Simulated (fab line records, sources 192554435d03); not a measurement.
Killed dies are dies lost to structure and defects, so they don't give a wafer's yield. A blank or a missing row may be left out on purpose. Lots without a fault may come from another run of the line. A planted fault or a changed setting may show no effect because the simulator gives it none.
Problem report in the 8D (eight disciplines) form, filled by code | flow n5_finfet | the parts of the form that need people (team, actions taken, sign-off) are left out

1. THE PROBLEM
rf_fwd_power_W at N5_BEOL_M3_ETCH_70 reads a mean of 636.0 W on 6 wafers of 2 lots; wafers without a fault read 835.5 W with a standard deviation of 2.9. That is -69 standard deviations from the usual mean.
The step: etches SOC in N2/H2, target depth 80 nm, overetch 16 nm, time 120 s.
First seen on wafer L779.1, day 14 20:52, on rie_diel-04. The record holds 18 wafers of 6 lots with a number at this step. Rule for "out", or "out of limits": more than 4 standard deviations from the usual mean. The other wafers with a number count as sound.

2. WHAT IT IS AND WHAT IT IS NOT
question                    | is                       | is not
which readings at this step | rf_fwd_power_W, rf_vpp_V | drypump_motor_current_A, oes_product_au, showerhead_plenum_p_Torr, throttle_valve_pct
which lots                  | L779, L781               | L769, L773, L785, L786
which wafers of those lots  | all that have a number   | -
read on which tools         | rie_diel-04              | rie_diel-01, rie_diel-05
when                        | from day 14 20:52        | up to then (6 sound wafers); but 6 sound wafers of L785, L786 came after

3. SUSPECTS, AND WHAT RULES EACH OUT
Counting: a tool at a process step up to the reading stays a suspect if it ran every lot that is out and no sound lot after the first of them.
- rie_diel-01 at N5_BEOL_M3_DESCUM_33 (chemistry O2, time 7 s): ruled out as a lasting fault. Sound lots L785, L786 ran on it after its first lot that is out, L779 (day 14 02:38).
- rie_diel-01 at N5_BEOL_M3_ETCH_77 (etches underlayer in N2/H2, target depth 6.5 nm, time 5.2 s): ruled out as a lasting fault. Sound lots L785, L786 ran on it after its first lot that is out, L779 (day 14 02:40).
- rie_diel-01 at N5_BEOL_M3_ETCH_69 (etches SiARC in CF4, target depth 15.6 nm, time 26 s): ruled out as a lasting fault. Sound lots L785, L786 ran on it after its first lot that is out, L779 (day 14 02:41).
- ald_sin-04 at N5_BEOL_M3_ALD_98 (deposits SiO2, target thk 2.5 nm, pulse time 1 s, co reactant pulse time 1 s): kept. It ran every lot that is out, first L779 (day 14 02:59), and no sound lot after that; its last sound lot up to then is L773 (day 12 22:30).
- rie_diel-04 at N5_BEOL_M3_ETCHBACK_99 (etches SiO2 in CHF3, target depth 5 nm, time 10.4 s): kept. It ran every lot that is out, first L779 (day 14 20:50), and no sound lot after that; its last sound lot up to then is L769 (day 12 10:17).
- rie_diel-04 at N5_BEOL_M3_ETCH_70 (etches SOC in N2/H2, target depth 80 nm, overetch 16 nm, time 120 s): kept. It ran every lot that is out, first L779 (day 14 20:52), and no sound lot after that; its last sound lot up to then is L769 (day 12 10:19). Its own readings are out on those wafers: rf_fwd_power_W, rf_vpp_V.
Left after counting: ald_sin-04 at N5_BEOL_M3_ALD_98, rie_diel-04 at N5_BEOL_M3_ETCHBACK_99, rie_diel-04 at N5_BEOL_M3_ETCH_70.

4. THE CAUSE (what the simulator had put in)
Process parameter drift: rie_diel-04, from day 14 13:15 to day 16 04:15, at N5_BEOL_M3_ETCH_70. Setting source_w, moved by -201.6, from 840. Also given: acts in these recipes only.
Counting left 3 suspects, and this tool is among them.

5. THE CHAIN OF EFFECTS, in route order
Each row: a reading whose mean over the struck wafers that have a number lies more than 3 standard deviations from the usual. Only readings for which the record gives a usual standard deviation are gone through. hours: the time from each lot's start at the first step in this table that gives one to its start at this step, as a median over the lots. sigmas: the change in usual standard deviations.
hours | step               | reading        | usual   | on struck wafers | change | sigmas
0     | N5_BEOL_M3_ETCH_70 | rf_fwd_power_W | 835.5 W | 636.0            | -199.5 | -69
0     | N5_BEOL_M3_ETCH_70 | rf_vpp_V       | 524.1 V | 574.1            | +50.0  | +25
The process steps in it:
- N5_BEOL_M3_ETCH_70: etches SOC in N2/H2, target depth 80 nm, overetch 16 nm, time 120 s.
Later measuring or inspecting steps at which every struck wafer that the step has a row for has a number for every such reading, and none has moved that far: N5_BEOL_M4_RC_MEAS_101.

6. WHAT WOULD HAVE CAUGHT IT SOONER
In this record the first reading out of limits was taken at day 14 20:52, 8 hours after the fault began at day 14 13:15.
